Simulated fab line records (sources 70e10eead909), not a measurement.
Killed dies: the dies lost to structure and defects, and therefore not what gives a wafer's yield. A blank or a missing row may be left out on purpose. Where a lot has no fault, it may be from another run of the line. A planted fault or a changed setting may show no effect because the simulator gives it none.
fab line records -- flow nandHarc
record lots=6, wafers=18, lastDay=31
route steps=1302 shown A_CHANNEL_HOLE_D1@483 A_CHANNEL_FILL_D1@490 A_DECK1_JOINT@518 END@1302
lots that met no fault: taken from a fault-free run of the same line
startH: the number of hours between the record's first day and the start of the first shown wafer of the lot -- waitH: time in hours since the lot's previous step -- " unchanged from the row above -- L1.1+2: a row that stands for several wafers -- - no value present, or no start provided -- * or withheld: withheld -- < > ~ a bound
route shown NAME@n: NAME is a module with steps in the file, n the number in the route of the first one -- usual: mean/standard deviation taken from wafers without a fault -- same: alike in all rows -- chamber/n: place in a boat -- sites: each site's reading -- _std_site: the values' standard deviation -- _edge_site: outer sites' mean less inner sites' -- radiusMm: how far each site lies from the wafer's centre -- mask NAME#n: copy n -- behind: the last tool/chamber to shape the wafer -- hold: why the lot went on hold/how many hours it stayed there/how the hold came to an end -- device: the transistor (n, p or np) that didn't switch -- end of line: the tests these same wafers got at the end of their route -- where a step has no rows: the recipe by itself -- killed: count of dies lost to structure and defects at first sort (not the wafer's yield) -- map: dies across one wafer; x = killed, . = not, _ = none there
set.NAME: the run value of the setting; set.NAME@STEP: its run value at that earlier step -- model.NAME: the simulator's own value behind a step, which no gauge read
a table for each step, a row for each wafer; lots at some steps of the route
services: the hour from which a tool's chamber was out of use, counted from the record's first day as startH (under 0 if before that day), plus the number of hours and why
## steps
# step NHARC_A_CHANNEL_HOLE_D1_ETCH_44
# recipe targetDepthA=1400, overetchA=140, timeS=77, ionEnergyEv=100, cf4FlowSccm=80, o2FlowSccm=20, arFlowSccm=0, rfW=300, biasW=100, chemistry=CF4/O2
# usual drypumpMotorCurrentA=5.5/0.39, oes_o_777_au=1.000/0.0043, oesProductAu=1.000/0.0076, rfVppV=197.6/1.6, showerheadPlenumPTorr=1.33/0.063, throttleValvePct=13.397/0.0089
lot.wafer,tool,chamber,startH,waitH,drypumpMotorCurrentA,oes_o_777_au,oesProductAu,rfHoursCounterH,rfVppV,showerheadPlenumPTorr,throttleValvePct
L253.2,rieDiel-05,1,186.99,0.1,5.2,1.002,0.997,10,196.7,1.24,13.395
L253.3,rieDiel-05,2,186.99,0.1,5.7,0.997,1.011,11,198.4,1.35,13.398
L253.1,rieDiel-05,3,186.99,0.1,5.7,1.000,0.992,11,198.6,1.33,13.392
L254.1,rieDiel-05,3,205.63,0.1,5.8,1.005,0.998,12,199.0,1.33,13.391
L254.4,rieDiel-05,2,205.63,0.1,5.7,0.999,1.019,12,198.0,1.35,13.399
L254.6,rieDiel-05,0,205.63,0.1,4.9,0.995,1.013,-,199.4,1.42,13.419
L260.2,rieDiel-05,2,264.40,0.1,5.7,0.995,1.008,2,199.6,1.35,13.386
L260.6,rieDiel-05,2,264.40,0.1,5.7,1.005,1.009,-,197.7,1.35,13.404
L260.5,rieDiel-05,3,264.40,0.1,5.8,0.994,1.002,-,198.2,1.32,13.392
L261.2,rieDiel-05,1,268.24,0.1,5.2,1.006,1.013,2,194.6,1.24,13.396
L261.4,rieDiel-05,2,268.24,0.1,5.7,0.996,1.002,2,197.5,1.35,13.391
L261.5,rieDiel-05,1,268.24,0.1,5.2,1.000,1.007,-,195.5,1.24,13.386
L268.1,rieDiel-06,3,336.93,0.0,5.7,1.003,1.006,9,198.1,1.26,13.403
L268.3,rieDiel-06,0,336.93,0.0,5.2,0.993,1.008,9,196.0,1.27,13.390
L268.6,rieDiel-06,3,336.93,0.0,5.7,1.006,1.014,-,195.6,1.26,13.403
L272.4,rieDiel-05,2,371.15,0.1,5.7,0.999,1.002,10,198.0,1.35,13.402
L272.3,rieDiel-05,3,371.15,0.1,5.7,1.001,1.009,11,198.4,1.32,13.408
L272.1,rieDiel-05,0,371.15,0.1,5.0,0.994,1.007,10,199.8,1.42,13.392
# step NHARC_A_CHANNEL_HOLE_D1_STRIP_27
# recipe o2FlowSccm=500, arFlowSccm=0, biasW=0, chemistry=O2
# step NHARC_A_CHANNEL_HOLE_D1_PRECLEAN_28
# recipe timeS=*, tempC=50, bathAgeMin=0, chemistry=SC1
# step NHARC_A_CHANNEL_HOLE_D1_SRD_29
# step NHARC_A_CHANNEL_HOLE_D1_CD_MEAS_30
# usual cdNm=89.8/0.96
lot.wafer,tool,chamber,startH,waitH,cdNm
L253.1,cdSem-02,-,187.78,-,90.9
L253.2,cdSem-02,-,187.78,-,89.2
L253.3,cdSem-02,-,187.78,-,89.5
L254.1,cdSem-03,-,206.43,-,90.3
L254.4,cdSem-03,-,206.43,-,89.1
L254.6,cdSem-03,-,206.43,-,89.9
L260.2,cdSem-02,-,265.21,-,89.6
L260.5,cdSem-02,-,265.21,-,90.0
L260.6,cdSem-02,-,265.21,-,88.8
L261.2,cdSem-01,-,269.04,-,89.7
L261.4,cdSem-01,-,269.04,-,87.7
L261.5,cdSem-01,-,269.04,-,89.3
L268.1,cdSem-03,-,337.72,-,89.9
L268.3,cdSem-03,-,337.72,-,90.9
L268.6,cdSem-03,-,337.72,-,90.5
L272.1,cdSem-02,-,371.94,-,88.4
L272.3,cdSem-02,-,371.94,-,89.0
L272.4,cdSem-02,-,371.94,-,87.2
# step NHARC_A_CHANNEL_HOLE_D1_XSEM_31
# recipe landingEnergyEv=35000
# step NHARC_A_CHANNEL_HOLE_D1_INSPECT_40
# usual rawDefectCount=76/29
lot.wafer,tool,chamber,startH,waitH,rawDefectCount
L253.1,defectInspect-01,-,187.96,-,66
L253.2,defectInspect-01,-,187.96,-,54
L253.3,defectInspect-01,-,187.96,-,56
L254.1,defectInspect-02,-,206.62,-,31
L254.4,defectInspect-02,-,206.62,-,47
L254.6,defectInspect-02,-,206.62,-,53
L260.2,defectInspect-02,-,265.39,-,94
L260.5,defectInspect-02,-,265.39,-,71
L260.6,defectInspect-02,-,265.39,-,87
L261.2,defectInspect-02,-,269.22,-,133
L261.4,defectInspect-02,-,269.22,-,131
L261.5,defectInspect-02,-,269.22,-,120
L268.1,defectInspect-02,-,337.91,-,96
L268.3,defectInspect-02,-,337.91,-,86
L268.6,defectInspect-02,-,337.91,-,79
L272.1,defectInspect-01,-,372.13,-,83
L272.3,defectInspect-01,-,372.13,-,100
L272.4,defectInspect-01,-,372.13,-,69
# step NHARC_A_CHANNEL_FILL_D1_PRECLEAN_00
# recipe timeS=*, tempC=50, bathAgeMin=0, chemistry=SC1
# step NHARC_A_CHANNEL_FILL_D1_SRD_01
# step NHARC_A_CHANNEL_FILL_D1_ALD_02
# recipe targetThkA=60, pulseTimeS=10, aldCycles=60, tempC=300, material=SiO2
# usual heaterPowerW=440/56, precursorPulseHeightRel=1.000/0.02
lot.wafer,tool,chamber,startH,waitH,heaterPowerW,precursorPulseHeightRel
L253.3,aldHk-04,2,191.85,-,531,0.975
L253.2,aldHk-04,3,191.85,-,492,0.997
L253.1,aldHk-04,0,191.85,-,445,1.016
L254.4,aldHk-02,2,206.81,-,365,1.010
L254.1,aldHk-02,3,206.81,-,394,0.977
L254.6,aldHk-02,2,206.81,-,371,1.008
L260.2,aldHk-02,0,265.80,-,486,0.982
L260.6,aldHk-02,1,265.80,-,353,0.985
L260.5,aldHk-02,2,265.80,-,372,1.003
L261.4,aldHk-02,3,269.49,-,398,0.988
L261.2,aldHk-02,0,269.49,-,471,1.042
L261.5,aldHk-02,3,269.49,-,398,1.014
L268.1,aldHk-02,0,338.24,-,480,1.004
L268.3,aldHk-02,1,338.24,-,344,0.977
L268.6,aldHk-02,2,338.24,-,360,1.005
L272.4,aldHk-03,0,374.21,2.0,508,0.981
L272.1,aldHk-03,1,374.21,2.0,472,1.024
L272.3,aldHk-03,2,374.21,2.0,439,0.991
# step NHARC_A_CHANNEL_FILL_D1_ALD_03
# recipe targetThkA=60, pulseTimeS=60, aldCycles=58, tempC=630, pressureTorr=2, material=SiNx
# usual precursorPulseHeightRel=1.001/0.021
lot.wafer,tool,chamber,startH,waitH,precursorPulseHeightRel
L253.1,aldSinBatch-03,0,-,-,1.013
L253.2,aldSinBatch-03,0,-,-,1.013
L253.3,aldSinBatch-03,0,-,-,1.022
L254.1,aldSinBatch-01,0,-,-,0.974
L254.4,aldSinBatch-01,0,-,-,1.002
L254.6,aldSinBatch-01,0,-,-,1.020
L260.2,aldSinBatch-01,0,-,-,0.994
L260.5,aldSinBatch-01,0,-,-,0.960
L260.6,aldSinBatch-01,0,-,-,0.986
L261.2,aldSinBatch-01,0,-,-,1.023
L261.4,aldSinBatch-01,0,-,-,1.048
L261.5,aldSinBatch-01,0,-,-,1.000
L268.1,aldSinBatch-01,0,-,-,1.003
L268.3,aldSinBatch-01,0,-,-,1.024
L268.6,aldSinBatch-01,0,-,-,1.040
L272.1,aldSinBatch-02,0,-,-,1.008
L272.3,aldSinBatch-02,0,-,-,0.990
L272.4,aldSinBatch-02,0,-,-,0.978
# step NHARC_A_CHANNEL_FILL_D1_ALD_14
# recipe targetThkA=25, pulseTimeS=10, aldCycles=25, tempC=300, material=SiO2
# usual heaterPowerW=445/51, precursorPulseHeightRel=1.001/0.021
lot.wafer,tool,chamber,startH,waitH,heaterPowerW,precursorPulseHeightRel
L253.3,aldHk-04,3,198.82,0.0,479,1.010
L253.1,aldHk-04,0,198.82,0.0,437,1.012
L253.2,aldHk-04,2,198.82,0.0,524,0.988
L254.1,aldHk-03,1,211.96,0.1,470,0.978
L254.4,aldHk-03,3,211.96,0.1,441,0.969
L254.6,aldHk-03,1,211.96,0.1,481,1.011
L260.2,aldHk-03,3,272.83,0.3,454,0.998
L260.5,aldHk-03,0,272.83,0.3,520,0.995
L260.6,aldHk-03,1,272.83,0.3,462,1.029
L261.2,aldHk-04,0,276.47,0.1,414,0.979
L261.4,aldHk-04,2,276.47,0.1,497,1.009
L261.5,aldHk-04,3,276.47,0.1,475,0.987
L268.1,aldHk-02,3,345.14,0.0,389,0.987
L268.3,aldHk-02,1,345.14,0.0,353,0.984
L268.6,aldHk-02,3,345.14,0.0,392,0.972
L272.3,aldHk-02,3,381.16,0.0,415,0.982
L272.4,aldHk-02,0,381.16,0.0,494,1.007
L272.1,aldHk-02,1,381.16,0.0,357,1.035
# step NHARC_A_CHANNEL_FILL_D1_ALD_15
# recipe targetThkA=20, pulseTimeS=60, aldCycles=19, tempC=630, pressureTorr=2, material=SiNx
# usual precursorPulseHeightRel=0.999/0.018
lot.wafer,tool,chamber,startH,waitH,precursorPulseHeightRel
L253.1,aldSinBatch-02,0,201.95,-,0.965
L253.2,aldSinBatch-02,0,201.95,-,0.972
L253.3,aldSinBatch-02,0,201.95,-,0.968
L254.1,aldSinBatch-01,0,215.04,-,1.005
L254.4,aldSinBatch-01,0,215.04,-,1.016
L254.6,aldSinBatch-01,0,215.04,-,0.971
L260.2,aldSinBatch-01,0,276.35,3.4,0.965
L260.5,aldSinBatch-01,0,276.35,3.4,0.996
L260.6,aldSinBatch-01,0,276.35,3.4,1.011
L261.2,aldSinBatch-01,0,279.74,3.2,0.997
L261.4,aldSinBatch-01,0,279.74,3.2,1.003
L261.5,aldSinBatch-01,0,279.74,3.2,0.997
L268.1,aldSinBatch-02,0,348.27,-,0.992
L268.3,aldSinBatch-02,0,348.27,-,1.052
L268.6,aldSinBatch-02,0,348.27,-,0.981
L272.1,aldSinBatch-01,0,384.28,-,0.972
L272.3,aldSinBatch-01,0,384.28,-,0.998
L272.4,aldSinBatch-01,0,384.28,-,0.984
# step NHARC_A_CHANNEL_FILL_D1_ALD_16
# recipe targetThkA=15, pulseTimeS=10, aldCycles=15, tempC=300, material=SiO2
# step NHARC_A_CHANNEL_FILL_D1_ANNEAL_17
# recipe tempC=850, timeS=1800
# step NHARC_A_CHANNEL_FILL_D1_CVD_18
# recipe targetThkA=30, tempC=550, material=poly-Si
# step NHARC_A_CHANNEL_FILL_D1_ETCHBACK_19
# recipe targetDepthA=50, timeS=1.7, hbrFlowSccm=150, cl2FlowSccm=50, rfW=400, icpW=400, biasW=100, chemistry=HBr/Cl2
# step NHARC_A_CHANNEL_FILL_D1_ETCHBACK_20
# recipe targetDepthA=270, timeS=13.5, c4f8FlowSccm=withheld, o2FlowSccm=8, arFlowSccm=withheld, rfW=600, biasW=1500, chemistry=C4F8/O2/Ar
# step NHARC_A_CHANNEL_FILL_D1_STRIP_28
# recipe timeS=20, o2FlowSccm=500, arFlowSccm=0, biasW=0, chemistry=O2
# usual drypumpMotorCurrentA=5.9/0.38, oesProductAu=0.998/0.0071, rfVppV=57.6/0.89, showerheadPlenumPTorr=3.48/0.15, throttleValvePct=17.037/0.0091
lot.wafer,tool,chamber,startH,waitH,drypumpMotorCurrentA,oesProductAu,rfHoursCounterH,rfVppV,showerheadPlenumPTorr,throttleValvePct
L253.2,rieDiel-02,1,216.27,0.1,6.0,0.993,10.1,58.1,3.76,17.016
L253.3,rieDiel-02,3,216.27,0.1,5.4,1.001,9.2,57.1,3.33,17.037
L253.1,rieDiel-02,0,216.27,0.1,6.3,1.011,8.7,58.6,3.63,17.022
L254.4,rieDiel-10,3,229.13,0.1,6.3,0.989,8.3,57.4,3.30,17.045
L254.1,rieDiel-10,1,229.13,0.1,5.2,0.989,10.6,57.6,3.65,17.053
L254.6,rieDiel-10,0,229.13,0.1,6.6,1.005,-,57.6,3.37,17.038
L260.2,rieDiel-10,2,290.56,0.1,5.8,1.006,2.1,57.1,3.31,17.045
L260.6,rieDiel-10,3,290.56,0.1,6.3,1.004,-,57.7,3.30,17.044
L260.5,rieDiel-10,0,290.56,0.1,6.6,0.994,-,57.2,3.37,17.036
L261.2,rieDiel-02,2,294.19,0.1,5.7,0.994,2.2,57.8,3.48,17.043
L261.4,rieDiel-02,0,294.19,0.1,6.3,0.998,2.0,56.0,3.63,17.030
L261.5,rieDiel-02,1,294.19,0.1,6.0,1.000,-,58.3,3.76,17.040
L268.1,rieDiel-02,1,360.32,0.1,6.0,0.997,3.7,57.7,3.76,17.032
L268.3,rieDiel-02,2,360.32,0.1,5.8,0.992,4.2,58.1,3.47,17.045
L268.6,rieDiel-02,0,360.32,0.1,6.3,0.995,-,59.5,3.63,17.031
L272.4,rieDiel-04,2,398.34,0.1,6.4,1.007,1.9,57.9,3.44,17.052
L272.3,rieDiel-04,0,398.34,0.1,5.8,1.000,2.1,57.5,3.53,17.037
L272.1,rieDiel-04,1,398.34,0.1,5.6,1.009,1.3,55.8,3.29,17.036
# step NHARC_A_CHANNEL_FILL_D1_PRECLEAN_21
# recipe timeS=30, chemistry=dHF
# step NHARC_A_CHANNEL_FILL_D1_SRD_23
# step NHARC_A_CHANNEL_FILL_D1_CVD_05
# recipe targetThkA=50, tempC=550, material=poly-Si
# step NHARC_A_CHANNEL_FILL_D1_ANNEAL_22
# recipe tempC=620, timeS=7200
# step NHARC_A_CHANNEL_FILL_D1_ALD_25
# recipe targetThkA=600, pulseTimeS=10, aldCycles=600, tempC=300, material=SiOx
# step NHARC_A_CHANNEL_FILL_D1_ETCHBACK_08
# recipe targetDepthA=2200, timeS=110, c4f8FlowSccm=20, arFlowSccm=withheld, rfW=600, biasW=300, chemistry=C4F8
# step NHARC_A_CHANNEL_FILL_D1_STRIP_29
# recipe timeS=20, o2FlowSccm=500, arFlowSccm=0, biasW=0, chemistry=O2
# step NHARC_A_CHANNEL_FILL_D1_PRECLEAN_30
# recipe timeS=30, chemistry=dHF
# step NHARC_A_CHANNEL_FILL_D1_SRD_31
# step NHARC_A_CHANNEL_FILL_D1_CVD_09
# recipe targetThkA=1500, tempC=620, pressureMtorr=200, timeS=3000, material=poly-Si
# step NHARC_A_CHANNEL_FILL_D1_CMP_10
# recipe targetThkNm=150
# step NHARC_A_CHANNEL_FILL_D1_SRD_12
# step NHARC_A_DECK1_JOINT_ETCHBACK_07
# recipe targetDepthA=1050, timeS=26.9, hbrFlowSccm=150, rfW=350, icpW=350, biasW=60, chemistry=HBr
# step NHARC_A_DECK1_JOINT_ETCH_25
# recipe targetDepthA=5, chemistry=dHF, material=SiO2
# step NHARC_A_DECK1_JOINT_ETCH_19
# recipe tempC=25, targetDepthA=30, chemistry=TMAH, material=poly-Si
# step NHARC_A_DECK1_JOINT_ETCH_18
# recipe targetDepthA=30, chemistry=dHF, material=SiO2
# step NHARC_A_DECK1_JOINT_WET_08
# recipe tempC=160, timeS=86, chemistry=H3PO4
# step NHARC_A_DECK1_JOINT_ETCH_09
# recipe targetDepthA=50, chemistry=dHF, material=SiO2
# step NHARC_A_DECK1_JOINT_WET_10
# recipe tempC=160, timeS=86, chemistry=H3PO4
# step NHARC_END_SORT_01
# recipe tempC=25
# usual killedAtArray=52/19, killedAtOther=0.8/1, killedAtPeriphery=3.7/2.5, killedDies=56/19, killedOpen=3.5/2, killedShort=2.2/1.4
# same grossDies=677
lot.wafer,tool,chamber,startH,waitH,killedAtArray,killedAtOther,killedAtPeriphery,killedDies,killedOpen,killedShort
L260.2,prober-01,0,631.42,2.8,122,1,5,128,6,3
L260.5,prober-01,0,633.83,3.7,136,0,1,137,6,2
L260.6,prober-01,0,634.64,4.0,143,1,1,145,3,0
L261.2,prober-02,0,631.44,2.8,132,1,3,136,5,0
L261.4,prober-02,0,633.03,3.4,144,0,2,146,2,2
L261.5,prober-02,0,633.83,3.7,110,1,3,114,3,4
# killed by level:class
L260.2 A_CHANNEL_FILL_D1:unspecified=78 A_CHANNEL_HOLE_D2:chamberFilmFlake=14 A_SLIT:chamberFilmFlake=13 A_CONTACT:chamberFilmFlake=6 A_ZERO_WELL:chamberFilmFlake=4 A_M1:geometricParticle:open=2 P_CONTACT:geometricParticle:open=1 P_M0:geometricParticle:open=1
L261.2 A_CHANNEL_FILL_D1:unspecified=84 A_CHANNEL_HOLE_D1:chamberFilmFlake=32 A_CONTACT:chamberFilmFlake=6 A_CHANNEL_HOLE_D2:chamberFilmFlake=3 P_GATE:chamberFilmFlake=2 A_SLIT:chamberFilmFlake=2 P_CONTACT:geometricParticle:open=1 A_ONON_D1:geometricParticle:open=1
L261.4 A_CHANNEL_FILL_D1:unspecified=85 A_CHANNEL_HOLE_D1:chamberFilmFlake=28 A_CHANNEL_HOLE_D2:chamberFilmFlake=13 A_STAIRCASE:chamberFilmFlake=5 A_CHANNEL_FILL_D1:chamberFilmFlake=3 A_CONTACT:chamberFilmFlake=3 A_WL_FILL:chamberFilmFlake=2 A_DECK1_JOINT:geometricParticle:open=1
L261.5 A_CHANNEL_FILL_D1:unspecified=80 A_CHANNEL_HOLE_D1:chamberFilmFlake=16 A_CHANNEL_HOLE_D2:chamberFilmFlake=7 A_STAIRCASE:chamberFilmFlake=2 P_ZERO_WELL:geometricParticle:open=1 P_CONTACT:geometricParticle:open=1 A_ONON_D1:geometricParticle:open=1 A_CHANNEL_HOLE_D1:geometricParticle:short=1
L260.5 A_CHANNEL_FILL_D1:unspecified=77 A_CHANNEL_HOLE_D2:chamberFilmFlake=28 A_SLIT:chamberFilmFlake=11 A_CONTACT:chamberFilmFlake=4 A_ZERO_WELL:chamberFilmFlake=3 A_CHANNEL_HOLE_D1:chamberFilmFlake=2 A_SOURCE_PLATE:geometricParticle:open=1 A_CHANNEL_FILL_D1:geometricParticle:open=1
L260.6 A_CHANNEL_FILL_D1:unspecified=93 A_SLIT:chamberFilmFlake=27 A_CHANNEL_HOLE_D2:chamberFilmFlake=12 A_CHANNEL_HOLE_D1:chamberFilmFlake=5 A_ZERO_WELL:chamberFilmFlake=2 A_CONTACT:chamberFilmFlake=2 P_M1:geometricParticle:open=1 A_CONTACT:geometricParticle:open=1
# map L260.6 (x killed, . not)
____________x____________
_________xxxx..._________
_______x.xxx......_______
______xx.x.........______
_____x.............._____
____.................____
____.......x.........____
___...................___
___........x..........___
__.....................__
__.....................__
_......................x_
_......................._
_.......x..............._
_......................._
_.........x...x........._
........xx...............
.........................
........xx.x........x....
..........x.x............
.......xxx.xx............
_.....xxxxxx...xx......._
_......xx.x....xxx.x...._
_.......xx.xxxxxxx.x...._
_....x.x.xx.x.xxxxx....._
_x......xx...xxxxxx....._
__..........xxxxxxx.x..__
__.........xxxxxxxxx...__
___.........xxxxxxxxx.___
___.........xxxxxxxxx.___
____........xxxxxxxx.____
____.........xxxxxxx.____
_____.......xxxxxxx._____
______.......xxxxxx______
_______.....x.xx.x_______
_________.....xx_________
____________.____________
# map L261.4 (x killed, . not)
____________.____________
_________......._________
_______x.........._______
______xx...........______
_____..xxx.........._____
____xxxxx..x.........____
____.xxxx.x....x.....____
___..xxxxx............___
___x.xx.xx.x..........___
__....xxx..xx..........__
__......x..............__
_............x.........._
_......x................_
_......................._
_......................._
_......................._
..x......................
.........x...............
.......x.................
......x..x.............x.
.........xxx..x..........
_.x....xx.x...x...x....._
_......x.......x........_
_.........x..xx.xxx....._
_..........x.xxxxx.x...._
_............xxxxxxx...._
__..........xxxxxxxx...__
__...........xxxxxxxx..__
___......x.xxxxxxxx...___
___........xxxxxxxxx..___
____........xxxxxxxxx____
____...x.x..xxxxxxxx.____
_____......xxxxxxxx._____
______......xxx.xx.______
_______x.......xxx_______
_________......x_________
____________.____________
## services
tool,chamber,startH,hours,kind
rieDiel-02,-,166.78,1.2,repair
rieDiel-06,-,168.56,0.6,repair
aldHk-02,-,170.50,10.0,pm
rieDiel-04,-,177.90,9.0,pm
rieDiel-02,-,205.43,1.9,repair
aldHk-04,-,210.50,0.4,repair
aldHk-03,-,215.74,0.5,repair
rieDiel-02,-,216.70,9.0,pm
rieDiel-05,1,217.61,2.8,repair
rieDiel-04,3,225.27,8.1,repair
rieDiel-05,-,229.66,9.0,pm
rieDiel-10,-,233.80,0.4,repair
rieDiel-05,-,240.70,0.8,repair
rieDiel-10,-,242.60,9.0,pm
aldHk-02,-,251.49,1.9,repair
aldHk-04,-,254.33,10.0,pm
aldSinBatch-02,-,266.00,26.0,pm
rieDiel-02,-,308.85,0.6,repair
rieDiel-10,3,336.75,24.6,repair
rieDiel-02,3,347.78,4.5,repair
rieDiel-10,0,348.38,1.4,repair
aldHk-02,-,348.50,10.0,pm
rieDiel-02,0,363.89,69.9,repair
rieDiel-02,-,393.70,9.0,pm
## key
firstSign step=NHARC_END_SORT_01, reading=killedAtArray, direction=up, sigmas=4.3, usual=52, struck=131
effect step=NHARC_END_SORT_01, reading=killedDies, direction=up, sigmas=4.2, usual=56, struck=134
moreKillsBornAt NHARC_A_CHANNEL_FILL_D1_ALD_15@aldSinBatch-01=497
metAt NHARC_A_CHANNEL_FILL_D1_ALD_15
struckWafers L260.2,L260.5,L260.6,L261.2,L261.4,L261.5
testerLeftOut L260,L261
fault kind=chamberParticleSource, tool=aldSinBatch-01, chamber=-, onsetH=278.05, steps=NHARC_A_CHANNEL_FILL_D1_ALD_15, ratePerVisitCm2=0.89384, endH=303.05
# testerLeftOut: of these lots the tester's yield and bins aren't shown, on N5 and GAA mostly nor the transistor test; their killed dies are dies lost to structure and defects alone, not to doping, threshold or leakage, so they don't give the yield
